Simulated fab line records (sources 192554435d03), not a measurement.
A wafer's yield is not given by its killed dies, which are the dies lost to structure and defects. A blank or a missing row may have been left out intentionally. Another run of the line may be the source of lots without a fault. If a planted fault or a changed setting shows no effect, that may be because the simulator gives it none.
Which of the tools did it? / flow n5 finfet / Sampling: 12 lots, 36 wafers, 2 of 1938 route steps

== WHAT THE GAUGES READ, wafer by wafer ==
N5_BEOL_M10_OCD_MEAS_38.
lot=L076; measured=day 10 23:22; on=ocd-02; trench depth nm (nm)=143.6 145.5 151.6
lot=L075; measured=day 11 10:20; on=ocd-02; trench depth nm (nm)=146.6 149.3 147.9
lot=L080; measured=day 12 15:05; on=ocd-02; trench depth nm (nm)=148.6 148.9 145.8
lot=L079; measured=day 12 17:12; on=ocd-01; trench depth nm (nm)=145.9 144.4 145.4
lot=L083; measured=day 12 22:26; on=ocd-01; trench depth nm (nm)=152.7 145.1 147.0
lot=L084; measured=day 13 21:02; on=ocd-01; trench depth nm (nm)=142.8 148.5 143.2
lot=L087; measured=day 14 03:34; on=ocd-01; trench depth nm (nm)=144.9 141.3 142.0
lot=L086; measured=day 14 07:20; on=ocd-01; trench depth nm (nm)=144.2 147.7 150.6
lot=L091; measured=day 14 21:42; on=ocd-02; trench depth nm (nm)=149.0 147.1 151.2
lot=L093; measured=day 15 22:02; on=ocd-01; trench depth nm (nm)=153.3 149.2 145.7
lot=L094; measured=day 16 12:02; on=ocd-01; trench depth nm (nm)=145.7 146.1 154.4
lot=L097; measured=day 17 10:25; on=ocd-02; trench depth nm (nm)=150.2 147.8 152.2

== TOOL THAT RAN EACH LOT (tool first, then ch and the chambers of the sampled wafers, then the start) ==
lot=L076; N5_BEOL_M10_STRIP_19=rie diel-01 ch 2,3, day 10 18:13
lot=L075; N5_BEOL_M10_STRIP_19=rie diel-01 ch 0,1,2, day 11 08:32
lot=L080; N5_BEOL_M10_STRIP_19=rie diel-02 ch 1,3, day 12 11:51
lot=L079; N5_BEOL_M10_STRIP_19=rie diel-06 ch 0,1, day 12 15:58
lot=L083; N5_BEOL_M10_STRIP_19=rie diel-02 ch 1,2,3, day 12 20:49
lot=L084; N5_BEOL_M10_STRIP_19=rie diel-01 ch 1,2,3, day 13 18:27
lot=L087; N5_BEOL_M10_STRIP_19=rie diel-06 ch 0,3, day 14 00:35
lot=L086; N5_BEOL_M10_STRIP_19=rie diel-01 ch 0,1,2, day 14 04:49
lot=L091; N5_BEOL_M10_STRIP_19=rie diel-06 ch 1,2, day 14 17:28
lot=L093; N5_BEOL_M10_STRIP_19=rie diel-01 ch 1,2,3, day 15 18:52
lot=L094; N5_BEOL_M10_STRIP_19=rie diel-02 ch 0,1,2, day 16 10:12
lot=L097; N5_BEOL_M10_STRIP_19=rie diel-06 ch 1,2, day 17 08:12
- N5_BEOL_M10_STRIP_19: strips in O2.

== THE ANSWER, worked out from the rows above alone ==
Rule: usual is defined by the lots themselves. The widest of any qualifying gaps counts: lots, ordered by their means at a reading, are off when they make up no more than a third of the lots, leave a main group of 4 or more, and stand apart from it by 3 or more times the standard deviation of that group's means. A main group whose means are all the same, to the digits that the tables above print for the reading, isn't used. A lot without any number at a reading at which 4 lots or more have one is off too. The other lots that the step has rows for count as sound.
Nothing can be told from this: no lot is off at any reading shown.

== WHAT THE SIMULATOR HAD PUT IN ==
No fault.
